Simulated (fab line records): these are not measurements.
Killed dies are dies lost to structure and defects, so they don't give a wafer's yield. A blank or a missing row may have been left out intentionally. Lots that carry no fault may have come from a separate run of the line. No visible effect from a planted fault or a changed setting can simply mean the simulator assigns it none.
The tool behind it: which one? | flow nand harc | 35 wafers from 12 lots sampled at 6 of the route's 1302 steps

WHAT EACH GAUGE READ, for each wafer
NHARC_A_ONON_D1_THK_MEAS_27: measures by ellipsometry. Usual: thk nm 1000 nm, standard deviation 7.7.
lot  | measured     | on            | thk nm (nm)                 | flag
L412 | day 8 13:11  | film metro-02 | 996 994 995                 |
L414 | day 9 06:42  | film metro-01 | 999 1000 998                |
L413 | day 9 06:55  | film metro-01 | 999 1001 1001               |
L417 | day 10 09:05 | film metro-01 | 1008 1008 1007              |
L420 | day 11 14:20 | film metro-01 | 993 993 995                 |
L423 | day 12 16:55 | film metro-01 | 473 1002 472 1001           | OFF
L424 | day 13 07:59 | film metro-02 | 483 1009 1011 482 1008 1009 | OFF
L425 | day 13 12:57 | film metro-02 | 989 988 985                 |
L427 | day 14 12:03 | film metro-02 | 1016 1015 1014              |
L428 | day 14 22:18 | film metro-02 | 998 999 999                 |
L431 | day 16 07:58 | film metro-01 | 1003 1003 1000              |
L433 | day 17 05:19 | film metro-02 | 1006 1008 1008              |

NHARC_END_SORT_01. Usual: killed at array 58, standard deviation 20; killed at other 0.9, standard deviation 1.4; killed at periphery 4, standard deviation 3.1; killed dies 63, standard deviation 20; killed open 3.3, standard deviation 1.8; killed short 2.4, standard deviation 1.5.
lot  | measured     | on        | killed at array | killed at other | killed at periphery | killed dies | killed open | killed short | flag
L412 | day 25 18:04 | prober-02 | 48 57 43        | 7 2 3           | 13 7 5              | 68 66 51    | 5 4 1       | 1 2 1        |
L420 | day 28 09:01 | prober-02 | 33 28 32        | 3 3 1           | 0 1 2               | 36 32 35    | 2 4 3       | 4 2 3        |
L423 | day 29 17:22 | prober-01 | 673 79          | 0 1             | 4 11                | 677 91      | 1 3         | 2 4          | OFF
L424 | day 29 17:19 | prober-02 | 672 69 72       | 1 1 1           | 4 3 7               | 677 73 80   | 5 4 6       | 3 4 4        | OFF
L425 | day 31 04:09 | prober-01 | 64 62 74        | 1 0 1           | 3 6 3               | 68 68 78    | 5 2 4       | 4 0 4        |
L427 | day 31 02:40 | prober-02 | 52 80 77        | 0 0 2           | 4 3 0               | 56 83 79    | 4 6 5       | 2 5 2        |
L428 | day 31 19:05 | prober-01 | 39 42 58        | 0 0 0           | 2 5 5               | 41 47 63    | 3 5 3       | 2 0 1        |
L431 | day 32 23:26 | prober-02 | 94 76 65        | 2 0 0           | 1 1 3               | 97 77 68    | 3 0 3       | 3 3 3        |

WHICH TOOL RAN EACH LOT (tool, then ch and the chambers of the sampled wafers, then the start)
lot  | NHARC_P_BONDPAD_ACTIVATE_29        | NHARC_A_ZERO_WELL_ETCH_13        | NHARC_A_ONON_D1_DEP_25           | NHARC_A_CHANNEL_HOLE_D1_DEP_01
L412 | rie diel-12 ch 1,3, day 7 00:50    | rie si-01 ch 1,3, day 7 02:19    | pecvd onon-04 ch 0, day 8 12:44  | pecvd-02 ch 0,1, day 8 17:12
L414 | rie diel-12 ch 0,1,2, day 7 16:32  | rie si-01 ch 0,1,2, day 7 18:11  | pecvd onon-03 ch 0, day 9 06:15  | pecvd-01 ch 0,2, day 9 09:50
L413 | rie diel-10 ch 0,2, day 7 17:08    | rie si-06 ch 0,1, day 7 18:47    | pecvd onon-04 ch 0, day 9 06:32  | pecvd-01 ch 0,2, day 9 11:19
L417 | rie diel-05 ch 0,1,2, day 8 18:43  | rie si-01 ch 0,1,2, day 8 20:18  | pecvd onon-03 ch 0, day 10 08:35 | pecvd-03 ch 0,1,2, day 10 13:39
L420 | rie diel-05 ch 0,2,3, day 10 02:15 | rie si-01 ch 1,2, day 10 03:50   | pecvd onon-02 ch 0, day 11 13:49 | pecvd-03 ch 1,2, day 11 19:05
L423 | rie diel-05 ch 1,2, day 11 04:10   | rie si-05 ch 0,3, day 11 05:49   | pecvd onon-02 ch 0, day 12 16:31 | pecvd-02 ch 2, day 13 04:29
L424 | rie diel-10 ch 1,2,3, day 11 17:47 | rie si-06 ch 0,1,3, day 11 19:23 | pecvd onon-02 ch 0, day 13 07:35 | pecvd-02 ch 1,2, day 13 20:14
L425 | rie diel-12 ch 2, day 12 01:48     | rie si-05 ch 0,1,2, day 12 03:36 | pecvd onon-04 ch 0, day 13 12:34 | pecvd-01 ch 1,2, day 13 20:06
L427 | rie diel-05 ch 0,1,3, day 12 20:52 | rie si-05 ch 0,1,2, day 12 22:28 | pecvd onon-03 ch 0, day 14 11:32 | pecvd-02 ch 0,1,2, day 14 18:49
L428 | rie diel-10 ch 0,1,2, day 13 10:26 | rie si-06 ch 0,1,2, day 13 11:56 | pecvd onon-04 ch 0, day 14 21:51 | pecvd-03 ch 0,2, day 15 03:33
L431 | rie diel-10 ch 1,2, day 14 20:52   | rie si-01 ch 0,1, day 14 22:33   | pecvd onon-04 ch 0, day 16 07:38 | pecvd-01 ch 0,1,2, day 16 11:11
L433 | rie diel-10 ch 0,2,3, day 15 15:10 | rie si-01 ch 0,1,2, day 15 16:39 | pecvd onon-02 ch 0, day 17 04:53 | pecvd-02 ch 0,1, day 17 08:25
- NHARC_P_BONDPAD_ACTIVATE_29: chemistry N2, time 60 s.
- NHARC_A_ZERO_WELL_ETCH_13: etches the open film in HBr/Cl2, target depth 120 nm, time 40.1 s.
- NHARC_A_ONON_D1_DEP_25: target thk 1000 nm.
- NHARC_A_CHANNEL_HOLE_D1_DEP_01: deposits SiON, target thk 140 nm.

WHAT THE TOOLS THEMSELVES READ (means of the sampled wafers that have a number; where no wafer has one, the mark that the record gives instead)
NHARC_P_BONDPAD_ACTIVATE_29. Usual: drypump motor current A 5.6 A, standard deviation 0.47; oes product au 1.001 a.u., standard deviation 0.0075; rf vpp V 64.2 V, standard deviation 0.81; showerhead plenum p Torr 1.78 Torr, standard deviation 0.071.
lot  | tool        | drypump motor current A (A) | oes product au (a.u.) | rf vpp V (V) | showerhead plenum p Torr (Torr) | flag
L412 | rie diel-12 | 5.3                         | 1.002                 | 64.3         | 1.79                            |
L414 | rie diel-12 | 5.2                         | 1.005                 | 64.8         | 1.77                            |
L413 | rie diel-10 | 5.4                         | 1.002                 | 63.7         | 1.75                            |
L417 | rie diel-05 | 5.3                         | 1.002                 | 64.6         | 1.79                            |
L420 | rie diel-05 | 5.6                         | 1.000                 | 64.0         | 1.78                            |
L423 | rie diel-05 | 5.3                         | 0.998                 | 64.9         | 1.85                            |
L424 | rie diel-10 | 5.6                         | 1.001                 | 64.4         | 1.78                            |
L425 | rie diel-12 | 5.7                         | 1.004                 | 64.9         | 1.80                            |
L427 | rie diel-05 | 5.7                         | 0.993                 | 64.2         | 1.77                            |
L428 | rie diel-10 | 5.4                         | 0.996                 | 63.8         | 1.76                            |
L431 | rie diel-10 | 5.5                         | 0.997                 | 63.7         | 1.77                            |
L433 | rie diel-10 | 5.6                         | 0.997                 | 64.3         | 1.77                            |

NHARC_A_ZERO_WELL_ETCH_13. Usual: drypump motor current A 5.8 A, standard deviation 0.62; oes product au 0.999 a.u., standard deviation 0.008; throttle valve pct 26.405 %, standard deviation 0.009.
lot  | tool      | drypump motor current A (A) | oes product au (a.u.) | throttle valve pct (%) | flag
L412 | rie si-01 | 5.3                         | 0.989                 | 26.420                 |
L414 | rie si-01 | 6.0                         | 1.002                 | 26.409                 |
L413 | rie si-06 | 5.5                         | 0.997                 | 26.414                 |
L417 | rie si-01 | 6.0                         | 1.003                 | 26.408                 |
L420 | rie si-01 | 6.3                         | 1.009                 | 26.399                 |
L423 | rie si-05 | 5.3                         | 1.007                 | 26.401                 |
L424 | rie si-06 | 5.8                         | 0.994                 | 26.406                 |
L425 | rie si-05 | 6.0                         | 1.012                 | 26.409                 |
L427 | rie si-05 | 6.0                         | 1.004                 | 26.407                 |
L428 | rie si-06 | 6.0                         | 0.987                 | 26.410                 |
L431 | rie si-01 | 6.0                         | 0.994                 | 26.406                 |
L433 | rie si-01 | 6.0                         | 0.996                 | 26.403                 |

NHARC_A_ONON_D1_DEP_25. Usual: n2o flow sccm 2000 sccm, standard deviation 7.2.
lot  | tool          | n2o flow sccm (sccm) | flag
L412 | pecvd onon-04 | 2003                 |
L414 | pecvd onon-03 | 1991                 |
L413 | pecvd onon-04 | 2008                 |
L417 | pecvd onon-03 | 1992                 |
L420 | pecvd onon-02 | 1990                 |
L423 | pecvd onon-02 | 1998                 |
L424 | pecvd onon-02 | 2007                 |
L425 | pecvd onon-04 | 1999                 |
L427 | pecvd onon-03 | 1989                 |
L428 | pecvd onon-04 | 2008                 |
L431 | pecvd onon-04 | 1996                 |
L433 | pecvd onon-02 | 1995                 |

NHARC_A_CHANNEL_HOLE_D1_DEP_01. Usual: heater power outer w 471 W, standard deviation 45; heater power w 765 W, standard deviation 56.
lot  | tool     | heater power outer w (W) | heater power w (W) | flag
L412 | pecvd-02 | 478                      | 745                |
L414 | pecvd-01 | 488                      | 815                |
L413 | pecvd-01 | 462                      | 778                |
L417 | pecvd-03 | 496                      | 791                |
L420 | pecvd-03 | 472                      | 766                |
L423 | pecvd-02 | 445                      | 729                |
L424 | pecvd-02 | 472                      | 760                |
L425 | pecvd-01 | 475                      | 773                |
L427 | pecvd-02 | 444                      | 712                |
L428 | pecvd-03 | 483                      | 775                |
L431 | pecvd-01 | 496                      | 823                |
L433 | pecvd-02 | 479                      | 753                |

THE ANSWER, worked out from the rows above alone
Rule: lot off if the mean of its wafers having a number is beyond 3 standard deviations from the usual mean. Also off: a lot with no number at a reading for which 4 or more lots have one. All remaining lots with rows at the step are treated as sound. First the gauges in route order, then the tools' own readings, where a lot's mean is used as printed above. At the first step where some lot is off, the reading lying furthest off is the one used; lots without a number count as furthest.
Off: L423, L424, at NHARC_A_ONON_D1_THK_MEAS_27 (thk nm).
A tool fits if, at a process step before that reading, it ran every lot that is off, and no sound lot after the first of them. Not tried: the gauges at NHARC_A_ONON_D1_THK_MEAS_27; whatever is off there is also off at NHARC_END_SORT_01, on other tools, and gauge error can't account for it. Not one of the candidates tried fits.

WHAT THE SIMULATOR PUT IN
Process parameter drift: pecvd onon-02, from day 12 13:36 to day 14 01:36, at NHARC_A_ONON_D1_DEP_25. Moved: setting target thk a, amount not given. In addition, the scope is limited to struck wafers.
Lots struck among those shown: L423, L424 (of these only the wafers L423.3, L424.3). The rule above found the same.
